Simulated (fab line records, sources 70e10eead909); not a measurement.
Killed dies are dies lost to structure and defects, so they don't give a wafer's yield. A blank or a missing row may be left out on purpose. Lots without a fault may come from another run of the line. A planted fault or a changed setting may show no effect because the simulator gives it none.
A struck lot beside a sound one | flow nand_harc | 28 steps out of a route of 1302
Sound: wafers L758.1, L758.3, L758.6. Struck: wafers L762.2, L762.5, L762.6. The cause comes at the end.
At each step with rows: each side's tool, then ch and its chambers, then its first start. Under that, the readings that differ: sound wafers | struck wafers | difference of the means | sigmas: that difference in standard deviations of wafers without a fault.
alike: readings whose means differ by less than 2 such deviations, and words and numbers that are the same on both sides. not compared: withheld readings, readings that some wafer has no value for, bounds like >300 that may hide the same value, and numbers for which the record gives no deviation and whose values overlap.
The two part at a step that has a row with sigmas, a row that says differs or no value, or rows on one side only. Numbers that don't overlap but have no deviation are shown without sigmas and don't part them. A reading that every wafer of one side lacks parts them only if that side has two wafers or more.

first, 5 steps without rows for these wafers: NHARC_P_GATE_STRIP_15 (strips in SPM, time 780 s); NHARC_P_GATE_PRECLEAN_71 (cleans in SC1); NHARC_P_GATE_SRD_72; NHARC_P_GATE_OXIDE_16 (material SiO2, target thk 3 nm, ox time 392 s); NHARC_P_GATE_CVD_17 (deposits poly-Si, target thk 150 nm, time 900 s).
NHARC_P_GATE_HM_DEP_102: deposits aC, target thk 120 nm.
  sound on acl_dep-02 ch 0, day 5 15:38; struck on acl_dep-02 ch 0, day 7 05:07
  alike: throttle_valve_pct
NHARC_P_GATE_DEP_103: deposits SiON, target thk 30 nm.
  sound on pecvd-01 ch 0,1,2, day 5 16:19; struck on pecvd-04 ch 0,1,2, day 7 05:44
  alike: heater_power_w
then, 5 steps without rows for these wafers: NHARC_P_GATE_DEHYDRATE_18 (time 120 s); NHARC_P_GATE_HMDS_19 (time 30 s); NHARC_P_GATE_COAT_20 (resist thk 90 nm); NHARC_P_GATE_SOFTBAKE_21 (time 55 s); NHARC_P_GATE_EBR_22.
NHARC_P_GATE_EXPOSE_23: exposes mask P GATE, target cd 120 nm.
  sound on arfi_scanner-02 ch 0, day 5 16:44; struck on arfi_scanner-01 ch 0, day 7 06:13
  reading | sound                      | struck                              | difference | sigmas
  mask    | P_GATE#0 P_GATE#0 P_GATE#0 | P_GATE_R1#0 P_GATE_R1#0 P_GATE_R1#0 | differs    |
then, 2 steps without rows for these wafers: NHARC_P_GATE_PEB_24 (peb time 65 s); NHARC_P_GATE_DEVELOP_25 (develop time 35 s).
NHARC_P_GATE_CD_MEAS_26: target cd 120 nm.
  sound on cd_sem-02 ch 0, day 5 16:52; struck on cd_sem-02 ch 0, day 7 06:22
  reading    | sound             | struck         | difference | sigmas
  cd_nm (nm) | 119.7 119.4 119.6 | 90.0 91.0 91.8 | -28.6      | -38
NHARC_P_GATE_OVL_MEAS_27:
  sound on overlay-01, day 5 16:58; struck on overlay-01, day 7 06:27
  reading           | sound          | struck      | difference | sigmas
  overlay_x_nm (nm) | -1.1 -0.6 -0.8 | 1.4 1.1 0.8 | +1.9       | +2
  alike: overlay_y_nm
NHARC_P_GATE_INSPECT_28:
  sound on defect_inspect-01, day 5 17:00; struck on defect_inspect-02, day 7 06:29
  alike: raw_defect_count
NHARC_P_GATE_DESCUM_31: chemistry O2, time 3 s.
  sound on rie_diel-05 ch 1,2, day 5 17:04; struck on rie_diel-10 ch 0,1,2, day 7 06:34
  reading                 | sound             | struck            | difference | sigmas
  model.P_GATE.cd_nm (nm) | 119.6 118.2 118.2 | 89.32 91.43 92.07 | -27.73     |
  alike: drypump_motor_current_A, oes_product_au, rf_vpp_V, showerhead_plenum_p_Torr, throttle_valve_pct
  not compared: rf_hours_counter_h
then, 1 step without rows for these wafers: NHARC_P_GATE_ETCH_104 (etches the open film in CF4/CHF3, target depth 60 nm).
NHARC_P_GATE_HM_OPEN_105: chemistry O2/COS, target depth 360 nm.
  sound on rie_diel-05 ch 0,1,3; struck on rie_diel-10 ch 0,1
  reading                     | sound                | struck               | difference | sigmas
  drypump_motor_current_A (A) | 5.7 6.3 6.7          | 4.9 4.9 5.3          | -1.2       | -2
  throttle_valve_pct (%)      | 28.320 28.315 28.312 | 28.337 28.338 28.327 | +0.018     | +2
  alike: bias_w, oes_product_au, rf_vpp_V, showerhead_plenum_p_Torr
  not compared: rf_hours_counter_h
then, 1 step without rows for these wafers: NHARC_P_GATE_STRIP_106 (strips in O2/COS).
NHARC_P_GATE_ETCH_114: etches the open film in CF4/O2, target depth 30 nm, overetch 3 nm, time 16.5 s.
  sound on rie_diel-05 ch 2,3; struck on rie_diel-10 ch 0,1,3
  reading                     | sound       | struck      | difference | sigmas
  drypump_motor_current_A (A) | 6.0 6.7 6.6 | 5.2 4.9 5.3 | -1.3       | -2
  alike: bias_w, oes_product_au, rf_vpp_V, showerhead_plenum_p_Torr, throttle_valve_pct
  not compared: rf_hours_counter_h
NHARC_P_GATE_ETCH_32: etches the open film in HBr/Cl2, target depth 150 nm, time 100.1 s.
  sound on rie_si-03 ch 0,1, day 5 17:32; struck on rie_si-05 ch 1,2, day 7 07:01
  reading                 | sound             | struck            | difference | sigmas
  model.P_GATE.cd_nm (nm) | 121.1 121.6 120.4 | 96.19 92.47 98.33 | -25.37     |
  alike: bias_w, drypump_motor_current_A, oes_product_au, throttle_valve_pct
  not compared: rf_hours_counter_h
NHARC_P_GATE_STRIP_108: strips in O2.
  sound on rie_diel-09 ch 0,2,3, day 5 17:41; struck on rie_diel-10 ch 0,1, day 7 07:10
  alike: drypump_motor_current_A, oes_product_au, rf_vpp_V, showerhead_plenum_p_Torr, throttle_valve_pct
  not compared: rf_hours_counter_h
NHARC_P_GATE_CD_MEAS_33:
  sound on cd_sem-03, day 5 17:52; struck on cd_sem-02, day 7 07:20
  reading    | sound       | struck   | difference | sigmas
  cd_nm (nm) | 121 121 120 | 95 92 98 | -26        | -7
then, 1 step without rows for these wafers: NHARC_P_GATE_STRIP_35 (strips in SPM, time 600 s).
-- the record jumps here: 19 days lie between the struck wafers' starts before and after (it left off in module P_GATE and takes up again in module END, whose first step shown is number 1302 of the route) --
NHARC_END_SORT_01:
  sound on prober-01 ch 0, day 24 18:49; struck on prober-02 ch 0, day 26 10:13
  reading             | sound    | struck      | difference | sigmas
  killed_at_periphery | 1 3 4    | 520 628 412 | +517       | +99 or more
  killed_dies         | 34 49 48 | 547 655 441 | +504       | +31
  alike: killed_at_array, killed_at_other, killed_open, killed_short

WHERE THEY PART
First at NHARC_P_GATE_EXPOSE_23; last, within this record, at NHARC_END_SORT_01.

WHY: what the simulator had put in
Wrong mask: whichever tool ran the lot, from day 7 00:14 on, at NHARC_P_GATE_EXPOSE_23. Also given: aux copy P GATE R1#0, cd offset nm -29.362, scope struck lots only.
